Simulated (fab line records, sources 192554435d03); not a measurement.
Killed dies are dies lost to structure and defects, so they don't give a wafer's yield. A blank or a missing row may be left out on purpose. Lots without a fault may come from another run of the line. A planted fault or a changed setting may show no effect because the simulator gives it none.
fab line records | flow n5_finfet
record lots=7 wafers=21
route steps=1938 shown BEOL_M7@1308 BEOL_M8@1377 BEOL_M9@1408 BEOL_M10@1470 BEOL_M11@1539 BEOL_M13@1661
start_h: hours from the record's first day to the start of the lot's first wafer shown | wait_h: hours since the lot's step before | " the same as in the row above | L1.1+2: a row that stands for several wafers | - no value, or no start given | * or withheld: withheld | < > ~ a bound
route shown NAME@n: a module of which the file shows steps, and the number in the route of the first | usual: mean/standard deviation of fault-free wafers | same: alike in all rows | chamber/n: place in a boat | sites: the reading at each site | _std_site: their standard deviation | _edge_site: outer sites' mean less inner sites' | radius_mm: how far each site lies from the wafer's centre | mask NAME#n: copy n | behind: the tool/chamber that last shaped the wafer | hold: why the lot was held/for how many hours/how that ended | device: the transistor (n, p or np) that didn't switch | end of line: the same wafers' tests at the end of the route | a step without rows: its recipe alone | killed: dies lost to structure and defects at the first sort, not the wafer's yield | map: a wafer's dies, x killed, . not, _ none there
set.NAME: the setting as run; set.NAME@STEP: as run at that earlier step | model.NAME: the simulator's own value behind a step, which no gauge read
lots whose settings were changed on purpose; a table a step, a row a wafer
## steps
# step N5_BEOL_M7_TRENCH_ETCH_37
# recipe chemistry=C4F6/O2 target_depth_a=934.78 target=SiCOH_lowk time_s=31.2 ion_energy_ev=250 pressure_mtorr=30 source_w=345 bias_w=185 Ar_flow_sccm=300 C4F6_flow_sccm=10 O2_flow_sccm=10
# columns lot.wafer tool chamber start_h wait_h set.time_s
L080.2+4+6 rie_diel-04 3,1,0 - - 25.82
L082.1+3 rie_diel-01 2,3 - - 36.89
L082.2 " 1 " " 31.2
L083.1+2+5 rie_diel-01 2,0,2 - - 31.2
L086.1+3 rie_diel-01 3,1 - - 31.2
L086.6 " 0 " " 28.87
L091.2+4+6 rie_diel-04 1,3,3 - - 31.2
L090.2+4+6 rie_diel-04 1,2,2 - - 33.05
L094.3+5+6 rie_diel-04 0,0,1 - - 31.2
# step N5_BEOL_M7_ETCH_41
# recipe chemistry=CH3F/O2 target=SiCN target_depth_a=319 taper_deg=2 time_s=57.8 ion_energy_ev=120 mask_material=TiN pressure_mtorr=30 source_w=395 bias_w=75 Ar_flow_sccm=150 CH3F_flow_sccm=30 O2_flow_sccm=20
# step N5_BEOL_M7_STRIP_80
# recipe chemistry=N2/H2 time_s=10 power_w=450 temp_c=40 pressure_mtorr=20 rf_frequency_hz=6e+07 bias_power_w=7 n2_flow_sccm=200 h2_flow_sccm=200
# step N5_BEOL_M7_OCD_MEAS_38
# usual trench_depth_nm=94.2/2.1
# columns lot.wafer tool chamber start_h wait_h set.time_s@BEOL_M7_TRENCH_ETCH_37 trench_depth_nm
L080.2 ocd-02 - 229.42 - 25.82 75.4
L080.4 " - " " 25.82 79.8
L080.6 " - " " 25.82 80.1
L082.1 ocd-02 - 231.65 - 36.89 108.5
L082.2 " - " " 31.2 97.7
L082.3 " - " " 36.89 110.8
L083.1 ocd-02 - 243.09 - 31.2 92.1
L083.2 " - " " 31.2 95.7
L083.5 " - " " 31.2 92.9
L086.1 ocd-02 - 266.38 - 31.2 94.1
L086.3 " - " " 31.2 97.2
L086.6 " - " " 28.87 88.5
L091.2 ocd-02 - 293.56 - 31.2 95.2
L091.4 " - " " 31.2 90.7
L091.6 " - " " 31.2 91.2
L090.2 ocd-02 - 294.14 - 33.05 101.1
L090.4 " - " " 33.05 101.7
L090.6 " - " " 33.05 100.7
L094.3 ocd-01 - 308.16 - 31.2 95.0
L094.5 " - " " 31.2 94.7
L094.6 " - " " 31.2 96.7
# step N5_BEOL_M8_TRENCH_ETCH_37
# recipe chemistry=C4F6/O2 target_depth_a=934.78 target=SiCOH_lowk time_s=31.2 ion_energy_ev=250 pressure_mtorr=30 source_w=345 bias_w=185 Ar_flow_sccm=300 C4F6_flow_sccm=10 O2_flow_sccm=10
# usual rf_vpp_V=667/12
# columns lot.wafer tool chamber start_h wait_h set.bias_w rf_vpp_V
L080.2 rie_diel-06 3 - - 185 665
L080.4 " 2 " " 185 656
L080.6 " 3 " " 185 664
L082.1 rie_diel-05 1 - - 217.4 755
L082.2 " 2 " " 185 685
L082.3 " 0 " " 185 642
L083.1 rie_diel-03 1 - - 199.2 728
L083.2 " 2 " " 199.2 703
L083.5 " 2 " " 185 662
L086.1 rie_diel-03 3 - - 185 672
L086.3 " 2 " " 185 662
L086.6 " 3 " " 185 671
L090.2 rie_diel-05 0 - - 185 641
L090.4 " 3 " " 168.7 628
L090.6 " 1 " " 168.7 616
L091.2 rie_diel-06 1 - - 185 660
L091.4 " 3 " " 185 665
L091.6 " 1 " " 185 660
L094.3 rie_diel-05 3 - - 185 676
L094.5 " 3 " " 185 675
L094.6 " 2 " " 160.5 612
# step N5_BEOL_M9_COAT_05
# recipe resist=CAR-ArF spin_rpm=1500 resist_thk_nm=90
# columns lot.wafer tool chamber start_h wait_h set.spin_rpm model.CAR-ArF_of_BEOL_M9_COAT_05.thk_nm
L080.2+4 litho_track-04 0 - - 1654 85.4
L080.6 " 0 " " 1500 90.2
L082.1 litho_track-04 0 - - 1500 90.6
L082.2+3 " 0 " " 1500 90.4
L083.1 litho_track-01 0 - - 1573 88
L083.2+5 " 0 " " 1500 90
L086.1+6 litho_track-04 0 - - 1395 93.4
L086.3 " 0 " " 1500 89.8
L091.2 litho_track-04 0 - - 1500 90
L091.4+6 " 0 " " 1500 89.8
L090.2 litho_track-01 0 - - 1629 86
L090.4 " 0 " " 1629 86.2
L090.6 " 0 " " 1500 89.8
L094.3 litho_track-04 0 - - 1652 85.8
L094.5 " 0 " " 1500 90
L094.6 " 0 " " 1652 85.6
# step N5_BEOL_M9_ETCH_62
# recipe chemistry=N2/H2 target=SOC target_depth_a=1100 overetch_a=220 mask_material=SiARC temp_c=40 time_s=165 ion_energy_ev=200 pressure_mtorr=30 source_w=840 bias_w=150 n2_flow_sccm=200 h2_flow_sccm=200
# usual rf_vpp_V=524.5/2.6
# columns lot.wafer tool chamber start_h wait_h set.source_w rf_vpp_V
L080.2 rie_diel-04 3 242.15 0.0 840 518.9
L080.4 " 0 " " 840 522.0
L080.6 " 2 " " 840 529.0
L082.1 rie_diel-04 0 242.58 0.0 840 520.1
L082.2 " 3 " " 840 519.5
L082.3 " 1 " " 840 526.6
L083.1 rie_diel-02 3 261.02 0.0 840 522.5
L083.2 " 2 " " 840 524.3
L083.5 " 1 " " 977.9 499.9
L086.1 rie_diel-04 1 282.14 0.0 737.1 548.5
L086.3 " 0 " " 737.1 545.7
L086.6 " 1 " " 840 525.9
L091.2 rie_diel-04 1 307.05 0.0 840 525.5
L091.4 " 2 " " 840 527.8
L091.6 " 0 " " 840 522.8
L090.2 rie_diel-01 1 307.32 0.0 762.4 541.0
L090.4 " 2 " " 840 523.6
L090.6 " 0 " " 762.4 544.8
L094.3 rie_diel-04 2 321.50 0.0 840 526.6
L094.5 " 1 " " 840 526.5
L094.6 " 3 " " 840 528.6
# step N5_BEOL_M10_ILD_DEP_00
# recipe material=SiCOH_lowk target_thk_a=3085.1 temp_c=300 precursor=DEMS/porogen pressure_torr=5 rf_w=500 time_s=58
# columns lot.wafer tool chamber start_h wait_h set.time_s model.SiCOH_lowk_of_BEOL_M10_ILD_DEP_00.thk_nm
L080.2 pecvd-04 1 247.49 0.0 58 304
L080.4 " 2 " " 55.17 294.6
L080.6 " 0 " " 58 306.8
L082.1 pecvd-04 0 248.17 0.0 51.62 274.2
L082.2+3 " 1,2 " " 58 303.8
L083.1 pecvd-01 0 267.57 0.0 58 306.4
L083.2 " 2 " " 58 300.2
L083.5 " 0 " " 58 314
L086.1 pecvd-04 2 287.77 0.0 53.12 278.8
L086.3 " 1 " " 53.12 273.4
L086.6 " 1 " " 58 306.2
L091.2 pecvd-01 2 311.58 0.0 58 302.2
L091.4 " 1 " " 58 303.8
L091.6 " 0 " " 58 312
L090.2 pecvd-01 0 312.09 0.0 58 309.6
L090.4 " 0 " " 49.51 267.6
L090.6 " 2 " " 58 311.2
L094.3 pecvd-04 1 328.76 0.0 58 304.4
L094.5 " 1 " " 58 307.4
L094.6 " 2 " " 58 303.2
# step N5_BEOL_M10_CURE_71
# recipe temp_c=385 time_s=240 ambient=He/Ar material=SiCOH_lowk
# columns lot.wafer tool chamber start_h wait_h set.time_s@BEOL_M10_ILD_DEP_00 model.SiCOH_lowk_of_BEOL_M10_ILD_DEP_00.thk_nm
L080.2 uv_cure-03 1 247.64 0.1 58 264
L080.4 " 1 " " 55.17 255.6
L080.6 " 1 " " 58 266.6
L082.1 uv_cure-02 1 248.45 0.3 51.62 237.8
L082.2+3 " 1 " " 58 263.8
L083.1 uv_cure-02 2 267.65 0.0 58 266.2
L083.2 " 2 " " 58 260.6
L083.5 " 2 " " 58 272.8
L086.1 uv_cure-01 1 287.85 0.0 53.12 241.8
L086.3 " 1 " " 53.12 237
L086.6 " 1 " " 58 266
L091.2 uv_cure-03 0 311.95 0.3 58 262.4
L091.4 " 0 " " 58 263.8
L091.6 " 0 " " 58 271
L090.2 uv_cure-02 0 312.45 0.3 58 269
L090.4 " 0 " " 49.51 232
L090.6 " 0 " " 58 270.4
L094.3 uv_cure-01 1 329.00 0.2 58 264.4
L094.5 " 1 " " 58 267
L094.6 " 1 " " 58 263.4
# step N5_BEOL_M10_THK_MEAS_01
# recipe reads=SiCOH_lowk_of_BEOL_M10_ILD_DEP_00
# usual M10_ILD_THK=267/3.4
# columns lot.wafer tool chamber start_h wait_h set.time_s@BEOL_M10_ILD_DEP_00 M10_ILD_THK[nm]
L080.2 film_metro-01 - 248.08 0.4 58 264
L080.4 " - " " 55.17 256
L080.6 " - " " 58 266
L082.1 film_metro-01 - 250.42 1.6 51.62 238
L082.2 " - " " 58 264
L082.3 " - " " 58 264
L083.1 film_metro-01 - 268.16 0.4 58 266
L083.2 " - " " 58 261
L083.5 " - " " 58 273
L086.1 film_metro-02 - 288.36 0.4 53.12 242
L086.3 " - " " 53.12 237
L086.6 " - " " 58 266
L091.2 film_metro-01 - 312.38 0.4 58 262
L091.4 " - " " 58 264
L091.6 " - " " 58 271
L090.2 film_metro-02 - 313.29 0.7 58 269
L090.4 " - " " 49.51 232
L090.6 " - " " 58 270
L094.3 film_metro-02 - 329.35 0.3 58 265
L094.5 " - " " 58 267
L094.6 " - " " 58 263
# step N5_BEOL_M11_PECVD_70
# recipe material=SiO2 target_thk_a=200 temp_c=400 precursor=TEOS/O2 pressure_torr=5.5 rf_w=450 teos_flow_sccm=53.8 gas=O2 flow_sccm=3000 time_s=22.7
# columns lot.wafer tool chamber start_h wait_h set.temp_c model.SiO2_of_BEOL_M11_PECVD_70.thk_nm
L080.2 pecvd-02 1 254.00 0.0 400 19.8
L080.4 " 2 " " 400 20.4
L080.6 " 0 " " 400 20.2
L082.1 pecvd-03 0 256.78 0.0 400 20
L082.2 " 1 " " 400 19.6
L082.3 " 2 " " 382.1 21.6
L083.1 pecvd-01 2 276.18 0.0 400 19.6
L083.2 " 0 " " 394 21
L083.5 " 1 " " 394 20.8
L086.1 pecvd-01 1 297.66 0.0 417.2 17.4
L086.3 " 2 " " 400 19.4
L086.6 " 0 " " 400 20.2
L091.2 pecvd-02 2 319.34 0.0 400 19.8
L091.4 " 2 " " 400 20.2
L091.6 " 1 " " 400 20
L090.2 pecvd-03 1 319.62 0.0 383.1 21.8
L090.4+6 " 1,2 " " 400 19.8
L094.3 pecvd-01 2 338.19 0.0 400 19.6
L094.5 " 1 " " 400 20.4
L094.6 " 2 " " 400 20.2
# step N5_BEOL_M11_HM_DEP_02
# recipe material=TiN target_thk_a=200 temp_c=25 chamber_pressure_pa=0.49996
# columns lot.wafer tool chamber start_h wait_h set.target_thk_a model.TiN_of_BEOL_M11_HM_DEP_02.thk_nm
L080.2+4 pvd_sputter-02 - 254.46 0.4 200 19.8
L080.6 " - " " 200 19.6
L082.1 pvd_sputter-03 - 258.07 1.3 185.2 18.2
L082.2 " - " " 200 19.4
L082.3 " - " " 200 19.8
L083.1 pvd_sputter-02 - 277.85 1.7 189.9 18.8
L083.2 " - " " 189.9 18.6
L083.5 " - " " 200 19.6
L086.1 pvd_sputter-03 - 297.72 0.0 200 20.2
L086.3+6 " - " " 200 19.8
L091.2 pvd_sputter-01 - 321.03 1.7 200 20
L091.4+6 " - " " 200 20.2
L090.2 pvd_sputter-01 - 321.13 1.5 200 20.2
L090.4 " - " " 200 19.8
L090.6 " - " " 200 20
L094.3 pvd_sputter-02 - 338.31 0.1 218 21.8
L094.5 " - " " 218 21.6
L094.6 " - " " 200 19.8
# step N5_BEOL_M11_COAT_59
# recipe resist=SOC temp_c=250 time_s=60 spin_rpm=1500 resist_thk_nm=100
# step N5_BEOL_M11_COAT_60
# recipe resist=SiARC temp_c=220 time_s=60 spin_rpm=1500 resist_thk_nm=30
# step N5_BEOL_M11_STRIP_68
# recipe chemistry=N2/H2 temp_c=40 n2_flow_sccm=200 h2_flow_sccm=200 rf_frequency_hz=6e+07
# step N5_BEOL_M11_STRIP_67
# recipe chemistry=CF4 resist=SiARC power_w=300 bias_power_w=75 pressure_mtorr=50 cf4_flow_sccm=150 rf_frequency_hz=6e+07
# step N5_BEOL_M11_HM_OPEN_17
# recipe chemistry=Cl2/BCl3 target_depth_a=200 overetch_a=60 target=TiN mask_material=SOC ion_energy_ev=150 pressure_mtorr=10 icp_w=1000 bias_w=126 Cl2_flow_sccm=53.25 bcl3_flow_sccm=21.75 Ar_flow_sccm=25
# columns lot.wafer tool chamber start_h wait_h set.target_thk_a@BEOL_M11_HM_DEP_02 model.etch.depth_nm
L080.2 rie_metal-03 0 255.19 0.0 200 19.89
L080.4 " 1 " " 200 19.79
L080.6 " 0 " " 200 19.51
L082.1 rie_metal-03 0 259.14 0.0 185.2 18.2
L082.2 " 1 " " 200 19.48
L082.3 " 1 " " 200 19.8
L083.1 rie_metal-03 1 278.85 0.0 189.9 18.85
L083.2 " 0 " " 189.9 18.62
L083.5 " 1 " " 200 19.68
L086.1 rie_metal-03 1 298.71 0.0 200 20.17
L086.3 " 1 " " 200 19.89
L086.6 " 1 " " 200 19.85
L091.2 rie_metal-02 1 321.95 0.0 200 20
L091.4 " 0 " " 200 20.13
L091.6 " 1 " " 200 20.11
L090.2 rie_metal-03 0 322.14 0.0 200 20.15
L090.4 " 1 " " 200 19.73
L090.6 " 0 " " 200 19.91
L094.3 rie_metal-01 1 339.07 0.1 218 21.84
L094.5 " 0 " " 218 21.7
L094.6 " 1 " " 200 19.73
# step N5_BEOL_M11_STRIP_19
# recipe chemistry=O2 power_w=400 temp_c=40 pressure_mtorr=30 rf_frequency_hz=6e+07 bias_power_w=0 overash_fraction=0.2 o2_flow_sccm=225
# step N5_BEOL_M11_STRIP_77
# recipe chemistry=N2/H2 time_s=10 power_w=450 temp_c=40 pressure_mtorr=20 rf_frequency_hz=6e+07 bias_power_w=7 n2_flow_sccm=200 h2_flow_sccm=200
# step N5_BEOL_M11_HM_STRIP_39
# recipe chemistry=peroxide_tin_strip material=TiN target_depth_a=250 temp_c=50 time_s=158
# columns lot.wafer tool chamber start_h wait_h set.temp_c@BEOL_M11_PECVD_70 model.SiO2_of_BEOL_M11_PECVD_70.thk_nm
L080.2 wet_bench-04 5 258.14 0.0 400 19.6
L080.4 " 4 " " 400 20.2
L080.6 " 2 " " 400 20
L082.1 wet_bench-03 1 260.22 0.0 400 19.8
L082.2 " 7 " " 400 19.6
L082.3 " 4 " " 382.1 21.6
L083.1 wet_bench-02 1 281.33 0.0 400 19.4
L083.2 " 0 " " 394 20.8
L083.5 " 6 " " 394 20.6
L086.1 wet_bench-03 6 301.08 0.0 417.2 17.4
L086.3 " 3 " " 400 19.2
L086.6 " 5 " " 400 20
L091.2 wet_bench-04 5 325.68 0.0 400 19.6
L091.4 " 2 " " 400 20.2
L091.6 " 7 " " 400 19.8
L090.2 wet_bench-04 6 326.70 0.0 383.1 21.6
L090.4+6 " 5,3 " " 400 19.6
L094.3 wet_bench-02 7 340.25 0.0 400 19.4
L094.5 " 6 " " 400 20.4
L094.6 " 1 " " 400 20
# step N5_BEOL_M13_COAT_58
# recipe resist=BARC temp_c=205 time_s=60 spin_rpm=1500 resist_thk_nm=89
# columns lot.wafer tool chamber start_h wait_h set.spin_rpm model.BARC_of_BEOL_M13_COAT_58.thk_nm
L080.2 litho_track-01 0 265.68 0.0 1500 89
L080.4 " 0 " " 1567 87.4
L080.6 " 0 " " 1567 86.8
L082.1 litho_track-01 0 271.70 0.0 1500 89
L082.2 " 0 " " 1500 88.6
L082.3 " 0 " " 1500 88.8
L083.1 litho_track-03 0 291.96 0.0 1500 89.4
L083.2 " 0 " " 1500 89.6
L083.5 " 0 " " 1589 86.8
L086.1 litho_track-03 0 309.02 0.0 1441 90.8
L086.3 " 0 " " 1500 89.2
L086.6 " 0 " " 1500 88.8
L091.2+4 litho_track-01 0 335.98 0.0 1500 89.2
L091.6 " 0 " " 1500 88.8
L090.2 litho_track-01 0 338.45 0.0 1559 87.4
L090.4 " 0 " " 1559 87.2
L090.6 " 0 " " 1500 89
L094.3 litho_track-01 0 349.69 0.0 1381 92.8
L094.5 " 0 " " 1500 88.8
L094.6 " 0 " " 1500 89
# step N5_BEOL_M13_COAT_04
# recipe spin_rpm=1625 resist_thk_nm=400
# step N5_BEOL_M13_EBR_06
# recipe solvent=PGMEA ebr_width_mm=1.5
# step N5_BEOL_M13_DESCUM_15
# recipe chemistry=O2 time_s=7.9 source_power_w=50 bias_power_w=20 pressure_mtorr=20 rf_frequency_hz=2.712e+07 temp_c=40 o2_flow_sccm=225
# step N5_BEOL_M13_ETCH_59
# recipe chemistry=N2/H2 target=BARC target_depth_a=890 overetch_a=267 time_s=67.9 ion_energy_ev=200 pressure_mtorr=30 source_w=840 bias_w=150 n2_flow_sccm=200 h2_flow_sccm=200
# columns lot.wafer tool chamber start_h wait_h set.spin_rpm@BEOL_M13_COAT_58 model.etch.depth_nm
L080.2 rie_diel-02 3 266.28 0.0 1500 89.09
L080.4 " 3 " " 1567 87.33
L080.6 " 2 " " 1567 86.83
L082.1 rie_diel-04 1 272.22 0.0 1500 88.91
L082.2 " 3 " " 1500 88.68
L082.3 " 0 " " 1500 88.85
L083.1 rie_diel-01 3 292.48 0.0 1500 89.34
L083.2 " 1 " " 1500 89.51
L083.5 " 1 " " 1589 86.78
L086.1 rie_diel-02 3 309.76 0.0 1441 90.75
L086.3 " 0 " " 1500 89.23
L086.6 " 2 " " 1500 88.74
L091.2+4 rie_diel-01 1,3 336.53 0.0 1500 89.12
L091.6 " 0 " " 1500 88.84
L090.2 rie_diel-02 2 338.97 0.0 1559 87.44
L090.4 " 3 " " 1559 87.24
L090.6 " 1 " " 1500 89.02
L094.3 rie_diel-01 2 350.28 0.0 1381 92.77
L094.5 " 3 " " 1500 88.9
L094.6 " 0 " " 1500 88.98
# step N5_BEOL_M13_VIA_ETCH_16
# recipe chemistry=C4F8/O2/Ar target=SiOC pressure_mtorr=30 source_w=3000 bias_w=700 Ar_flow_sccm=400 C4F8_flow_sccm=15 O2_flow_sccm=8 he_inner_torr=15 he_outer_torr=30 target_depth_a=9217 time_s=withheld ion_energy_ev=250 ends=cleared
# step N5_BEOL_M13_STRIP_63
# recipe chemistry=N2/H2 power_w=1000 temp_c=250 h2_frac=0.65 overash_fraction=0.3 pressure_mtorr=1000 n2_flow_sccm=1750 h2_flow_sccm=3250
# step N5_BEOL_M13_STRIP_64
# recipe chemistry=N2/H2 power_w=1000 temp_c=250 h2_frac=0.65 overash_fraction=0.3 pressure_mtorr=withheld n2_flow_sccm=1750 h2_flow_sccm=3250
# usual strip_time_to_endpoint_s=31.32/0.073
# columns lot.wafer tool chamber start_h wait_h set.spin_rpm@BEOL_M13_COAT_58 strip_time_to_endpoint_s
L080.2 plasma_asher-02 0 266.63 0.0 1500 31.35
L080.4 " 1 " " 1567 30.83
L080.6 " 0 " " 1567 30.69
L082.1 plasma_asher-01 1 272.56 0.0 1500 31.28
L082.2 " 0 " " 1500 31.21
L082.3 " 1 " " 1500 31.26
L083.1 plasma_asher-01 0 292.82 0.0 1500 31.39
L083.2 " 1 " " 1500 31.46
L083.5 " 0 " " 1589 30.68
L086.1 plasma_asher-01 0 310.11 0.0 1441 31.81
L086.3 " 1 " " 1500 31.38
L086.6 " 0 " " 1500 31.24
L091.2 plasma_asher-02 1 336.87 0.0 1500 31.34
L091.4 " 1 " " 1500 31.34
L091.6 " 1 " " 1500 31.28
L090.2 plasma_asher-02 1 339.32 0.0 1559 30.86
L090.4 " 1 " " 1559 30.82
L090.6 " 0 " " 1500 31.32
L094.3 plasma_asher-01 1 350.64 0.0 1381 32.38
L094.5 " 0 " " 1500 31.29
L094.6 " 1 " " 1500 31.31
# step N5_BEOL_M13_ETCH_68
# recipe chemistry=N2/H2 target=SOC mask_material=SiARC source_w=3000 bias_w=350 temp_c=40 time_s=355 ion_energy_ev=200 pressure_mtorr=30 n2_flow_sccm=200 h2_flow_sccm=200
# columns lot.wafer tool chamber start_h wait_h set.time_s model.SiARC_of_BEOL_M13_COAT_66.thk_nm
L080.2 rie_diel-01 1 267.37 0.1 408.5 71.8
L080.4 " 0 " " 355 77.2
L080.6 " 3 " " 408.5 72
L082.1 rie_diel-01 0 273.31 0.1 318 80.6
L082.2 " 2 " " 318 80.8
L082.3 " 3 " " 318 80.4
L083.1 rie_diel-02 2 293.90 0.1 355 77.2
L083.2 " 0 " " 306.8 81.2
L083.5 " 3 " " 306.8 81.4
L086.1 rie_diel-01 1 310.98 0.1 355 77
L086.3 " 0 " " 395.8 73.6
L086.6 " 3 " " 395.8 73.4
L091.2 rie_diel-04 2 337.74 0.1 355 77.4
L091.4 " 0 " " 355 77.2
L091.6 " 1 " " 355 77
L090.2 rie_diel-01 0 340.19 0.1 355 77
L090.4 " 3 " " 355 76.8
L090.6 " 2 " " 355 77.8
L094.3 rie_diel-02 0 351.50 0.1 300.7 82.4
L094.5 " 3 " " 355 77.4
L094.6 " 2 " " 355 77.2
## key
split step=N5_BEOL_M7_TRENCH_ETCH_37 setting=time_s stated=31.2 by=wafer
response step=N5_BEOL_M7_OCD_MEAS_38 reading=trench_depth_nm change=+0.697 per=1% r=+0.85
split step=N5_BEOL_M8_TRENCH_ETCH_37 setting=bias_w stated=185 by=wafer
response step=N5_BEOL_M8_TRENCH_ETCH_37 reading=rf_vpp_V change=+4.88 per=1% r=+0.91
split step=N5_BEOL_M9_COAT_05 setting=spin_rpm stated=1500 by=wafer
response step=N5_BEOL_M9_COAT_05 reading=model.CAR-ArF_of_BEOL_M9_COAT_05.thk_nm change=-0.45 per=1% r=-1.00
split step=N5_BEOL_M9_ETCH_62 setting=source_w stated=840 by=wafer
response step=N5_BEOL_M9_ETCH_62 reading=rf_vpp_V change=-1.63 per=1% r=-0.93
split step=N5_BEOL_M10_ILD_DEP_00 setting=time_s stated=58 by=wafer
response step=N5_BEOL_M10_ILD_DEP_00 reading=model.SiCOH_lowk_of_BEOL_M10_ILD_DEP_00.thk_nm change=+2.93 per=1% r=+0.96
response step=N5_BEOL_M10_CURE_71 reading=model.SiCOH_lowk_of_BEOL_M10_ILD_DEP_00.thk_nm change=+2.58 per=1% r=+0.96
response step=N5_BEOL_M10_THK_MEAS_01 reading=M10_ILD_THK change=+2.58 per=1% r=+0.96
split step=N5_BEOL_M11_PECVD_70 setting=temp_c stated=400 by=wafer
response step=N5_BEOL_M11_PECVD_70 reading=model.SiO2_of_BEOL_M11_PECVD_70.thk_nm change=-0.491 per=1% r=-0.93
response step=N5_BEOL_M11_HM_STRIP_39 reading=model.SiO2_of_BEOL_M11_PECVD_70.thk_nm change=-0.484 per=1% r=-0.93
split step=N5_BEOL_M11_HM_DEP_02 setting=target_thk_a stated=200 by=wafer
response step=N5_BEOL_M11_HM_DEP_02 reading=model.TiN_of_BEOL_M11_HM_DEP_02.thk_nm change=+0.198 per=1% r=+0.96
response step=N5_BEOL_M11_HM_OPEN_17 reading=model.etch.depth_nm change=+0.209 per=1% r=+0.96
split step=N5_BEOL_M13_COAT_58 setting=spin_rpm stated=1500 by=wafer
response step=N5_BEOL_M13_COAT_58 reading=model.BARC_of_BEOL_M13_COAT_58.thk_nm change=-0.464 per=1% r=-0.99
response step=N5_BEOL_M13_ETCH_59 reading=model.etch.depth_nm change=-0.461 per=1% r=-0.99
response step=N5_BEOL_M13_STRIP_64 reading=strip_time_to_endpoint_s change=* per=1% r=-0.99
split step=N5_BEOL_M13_ETCH_68 setting=time_s stated=355 by=wafer
response step=N5_BEOL_M13_ETCH_68 reading=model.SiARC_of_BEOL_M13_COAT_66.thk_nm change=-0.326 per=1% r=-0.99
